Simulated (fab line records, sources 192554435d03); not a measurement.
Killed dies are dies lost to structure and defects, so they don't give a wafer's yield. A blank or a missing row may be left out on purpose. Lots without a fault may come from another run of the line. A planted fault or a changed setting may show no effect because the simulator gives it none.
Chamber matching | flow n5_finfet | N5_BEOL_M1_ALD_98 on ald_sin-01: 4 sister chambers
The step deposits SiO2, target thk 2.5 nm, pulse time 1 s, co reactant pulse time 1 s. 8 wafers are shown with their chamber, then 9 later ones without.

WAFERS WITH THEIR CHAMBER
wafer  | chamber | heater_power_w (W) | precursor_pulse_height_rel
L077.5 | 2       | 82                 | 0.989
L077.6 | 3       | 79                 | 1.005
L079.2 | 0       | 74                 | 1.017
L079.5 | 2       | 83                 | 1.004
L079.6 | 1       | 79                 | 0.999
L086.1 | 3       | 78                 | 0.999
L086.2 | 0       | 72                 | 1.024
L086.3 | 1       | 74                 | 1.010

WAFERS WITHOUT THEIR CHAMBER
wafer  | heater_power_w (W) | precursor_pulse_height_rel
L092.2 | 77                 | 1.030
L092.3 | 75                 | 1.008
L092.5 | 76                 | 0.991
L095.1 | 74                 | 1.013
L095.2 | 78                 | 0.975
L095.3 | 85                 | 1.018
L096.1 | 78                 | 1.008
L096.2 | 84                 | 0.980
L096.6 | 76                 | 0.986

WHICH CHAMBER EACH WENT THROUGH
wafer  | from the rows above          | in truth
L092.2 | can't be placed: 0 or 1 or 3 | 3
L092.3 | can't be placed: 1 or 3 or 0 | 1
L092.5 | can't be placed: 1 or 3 or 2 | 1
L095.1 | can't be placed: 0 or 1 or 3 | 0
L095.2 | can't be placed: 3 or 2 or 1 | 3
L095.3 | can't be placed: 2 or 3 or 1 | 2
L096.1 | can't be placed: 3 or 1 or 2 | 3
L096.2 | can't be placed: 2 or 3      | 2
L096.6 | can't be placed: 3 or 1 or 2 | 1
Placed correctly: 0 of 9. Can't be placed from these rows: 9 (the true chamber is among the candidates in 9). Placed wrongly: 0.
How it was worked out, from the rows above alone: a wafer's distance from a chamber is the root of the sum, over the readings, of the square of ((its reading less the chamber's mean) divided by the reading's scatter). The wafer belongs to the nearest chamber; if the next one is less than 2 further off, it can't be placed. A chamber's mean is the mean of its shown wafers. The scatter: the root of (the sum of the squares of (reading less its chamber's mean) over the shown wafers, divided by (wafers less chambers)).
